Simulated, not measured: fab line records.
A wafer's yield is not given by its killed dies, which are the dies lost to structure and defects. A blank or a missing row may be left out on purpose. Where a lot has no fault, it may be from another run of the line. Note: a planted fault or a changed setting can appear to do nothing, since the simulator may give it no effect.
Split-lot study :: flow n5_finfet :: on a route of 1938 steps: 7 lots, 21 wafers read

== ON THE SPLIT ==
At N5_BEOL_M1_COAT_05 (resist thk 30 nm), the setting spin_rpm was moved away from the recipe's 1500 rpm on 10 of the 21 wafers read, by -10.0% to +11.0%. All remaining wafers had this setting at the recipe value.

Reading taken at the split's own step.

== THE READING ==
CAR-EUV_of_BEOL_M1_COAT_05.thk_nm (the simulator's own value, which no gauge read), in nm, at N5_BEOL_M1_COAT_05 (resist thk 30 nm). The file does not state a usual value for it. The 11 wafers here that ran the recipe average 30.1 nm, standard deviation 0.1 nm.

wafer: L074.1
tool, chamber at the split: litho_track-02, 0
spin_rpm as run, rpm: 1500
against the recipe: recipe
CAR-EUV_of_BEOL_M1_COAT_05.thk_nm, nm: 30
against lot-mates on the recipe: -

wafer: L074.2
tool, chamber at the split: litho_track-02, 0
spin_rpm as run, rpm: 1350
against the recipe: -10.0%
CAR-EUV_of_BEOL_M1_COAT_05.thk_nm, nm: 31.6
against lot-mates on the recipe: +1.6

wafer: L074.4
tool, chamber at the split: litho_track-02, 0
spin_rpm as run, rpm: 1350
against the recipe: -10.0%
CAR-EUV_of_BEOL_M1_COAT_05.thk_nm, nm: 31.6
against lot-mates on the recipe: +1.6

wafer: L081.2
tool, chamber at the split: litho_track-02, 0
spin_rpm as run, rpm: 1500
against the recipe: recipe
CAR-EUV_of_BEOL_M1_COAT_05.thk_nm, nm: 30
against lot-mates on the recipe: -

wafer: L081.3
tool, chamber at the split: litho_track-02, 0
spin_rpm as run, rpm: 1500
against the recipe: recipe
CAR-EUV_of_BEOL_M1_COAT_05.thk_nm, nm: 30.2
against lot-mates on the recipe: -

wafer: L081.5
tool, chamber at the split: litho_track-02, 0
spin_rpm as run, rpm: 1665
against the recipe: +11.0%
CAR-EUV_of_BEOL_M1_COAT_05.thk_nm, nm: 28.6
against lot-mates on the recipe: -1.5

wafer: L088.2
tool, chamber at the split: litho_track-02, 0
spin_rpm as run, rpm: 1400
against the recipe: -6.7%
CAR-EUV_of_BEOL_M1_COAT_05.thk_nm, nm: 31.2
against lot-mates on the recipe: +1.0

wafer: L088.3
tool, chamber at the split: litho_track-02, 0
spin_rpm as run, rpm: 1500
against the recipe: recipe
CAR-EUV_of_BEOL_M1_COAT_05.thk_nm, nm: 30.2
against lot-mates on the recipe: -

wafer: L088.6
tool, chamber at the split: litho_track-02, 0
spin_rpm as run, rpm: 1500
against the recipe: recipe
CAR-EUV_of_BEOL_M1_COAT_05.thk_nm, nm: 30.2
against lot-mates on the recipe: -

wafer: L089.2
tool, chamber at the split: litho_track-04, 0
spin_rpm as run, rpm: 1422
against the recipe: -5.2%
CAR-EUV_of_BEOL_M1_COAT_05.thk_nm, nm: 30.8
against lot-mates on the recipe: +0.8

wafer: L089.3
tool, chamber at the split: litho_track-04, 0
spin_rpm as run, rpm: 1422
against the recipe: -5.2%
CAR-EUV_of_BEOL_M1_COAT_05.thk_nm, nm: 30.8
against lot-mates on the recipe: +0.8

wafer: L089.4
tool, chamber at the split: litho_track-04, 0
spin_rpm as run, rpm: 1500
against the recipe: recipe
CAR-EUV_of_BEOL_M1_COAT_05.thk_nm, nm: 30
against lot-mates on the recipe: -

wafer: L091.2
tool, chamber at the split: litho_track-02, 0
spin_rpm as run, rpm: 1500
against the recipe: recipe
CAR-EUV_of_BEOL_M1_COAT_05.thk_nm, nm: 30
against lot-mates on the recipe: -

wafer: L091.4
tool, chamber at the split: litho_track-02, 0
spin_rpm as run, rpm: 1612
against the recipe: +7.5%
CAR-EUV_of_BEOL_M1_COAT_05.thk_nm, nm: 28.8
against lot-mates on the recipe: -1.2

wafer: L091.5
tool, chamber at the split: litho_track-02, 0
spin_rpm as run, rpm: 1612
against the recipe: +7.5%
CAR-EUV_of_BEOL_M1_COAT_05.thk_nm, nm: 29
against lot-mates on the recipe: -1.0

wafer: L094.1
tool, chamber at the split: litho_track-04, 0
spin_rpm as run, rpm: 1641
against the recipe: +9.4%
CAR-EUV_of_BEOL_M1_COAT_05.thk_nm, nm: 28.8
against lot-mates on the recipe: -1.4

wafer: L094.4
tool, chamber at the split: litho_track-04, 0
spin_rpm as run, rpm: 1641
against the recipe: +9.4%
CAR-EUV_of_BEOL_M1_COAT_05.thk_nm, nm: 28.8
against lot-mates on the recipe: -1.4

wafer: L094.6
tool, chamber at the split: litho_track-04, 0
spin_rpm as run, rpm: 1500
against the recipe: recipe
CAR-EUV_of_BEOL_M1_COAT_05.thk_nm, nm: 30.2
against lot-mates on the recipe: -

wafer: L096.1
tool, chamber at the split: litho_track-04, 0
spin_rpm as run, rpm: 1500
against the recipe: recipe
CAR-EUV_of_BEOL_M1_COAT_05.thk_nm, nm: 30.2
against lot-mates on the recipe: -

wafer: L096.6
tool, chamber at the split: litho_track-04, 0
spin_rpm as run, rpm: 1500
against the recipe: recipe
CAR-EUV_of_BEOL_M1_COAT_05.thk_nm, nm: 30.2
against lot-mates on the recipe: -

wafer: L096.4
tool, chamber at the split: litho_track-04, 0
spin_rpm as run, rpm: 1500
against the recipe: recipe
CAR-EUV_of_BEOL_M1_COAT_05.thk_nm, nm: 30
against lot-mates on the recipe: -

THE FIT
A straight line over all 21 wafers: CAR-EUV_of_BEOL_M1_COAT_05.thk_nm changes by -0.146 nm for each +1% of spin_rpm; r = -0.99; the points scatter about the line by 0.1 nm.
The same after taking each lot's own level away (the mean of its wafers on the recipe; 21 wafers): -0.15 nm for each +1%; r = -1.00; scatter 0.073 nm.
That fit puts the effect of the largest move of spin_rpm on the reading at 1.7 nm.
The lots' own levels span 30.00 to 30.20 nm, that is 2.0 times the standard deviation above.
So the lot-to-lot level changes the slope little: the two slopes agree.
Check: with one of the wafers moved furthest among these (+11.0%) left out of the fit, the line predicts -1.67 nm for it against its lot-mates. It came out at -1.5 nm against them.

== FURTHER SPLITS ON THESE WAFERS ==
These wafers also went through other splits before the reading. Each is held against what the fit with the lots' levels taken away leaves over:
other split on the same wafers: N5_HKMG_FIN_ETCH_55 bias_w
wafers away from the commonest value: 9
r with CAR-EUV_of_BEOL_M1_COAT_05.thk_nm (lot level and that fit taken away): -0.14

other split on the same wafers: N5_GATE_CUT_EXPOSE_10 dose_mj
wafers away from the commonest value: 7
r with CAR-EUV_of_BEOL_M1_COAT_05.thk_nm (lot level and that fit taken away): +0.62

other split on the same wafers: N5_MOL_CONTACT_COAG_ETCH_105 bias_w
wafers away from the commonest value: 8
r with CAR-EUV_of_BEOL_M1_COAT_05.thk_nm (lot level and that fit taken away): -0.18

other split on the same wafers: N5_MOL_CONTACT_COAG_COAT_64 spin_rpm
wafers away from the commonest value: 7
r with CAR-EUV_of_BEOL_M1_COAT_05.thk_nm (lot level and that fit taken away): +0.09

other split on the same wafers: N5_BEOL_M0_SAQP_EXPOSE_11 dose_mj
wafers away from the commonest value: 10
r with CAR-EUV_of_BEOL_M1_COAT_05.thk_nm (lot level and that fit taken away): +0.18

other split on the same wafers: N5_BEOL_M0_SAQP_EXPOSE_37 dose_mj
wafers away from the commonest value: 8
r with CAR-EUV_of_BEOL_M1_COAT_05.thk_nm (lot level and that fit taken away): -0.14

other split on the same wafers: N5_BEOL_M0_SAQP_CUT_ETCH_46 time_s
wafers away from the commonest value: 9
r with CAR-EUV_of_BEOL_M1_COAT_05.thk_nm (lot level and that fit taken away): +0.21

== THE FILE'S OWN FIT ==
CAR-EUV_of_BEOL_M1_COAT_05.thk_nm changes by -0.148 nm for each +1% of spin_rpm, r = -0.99.
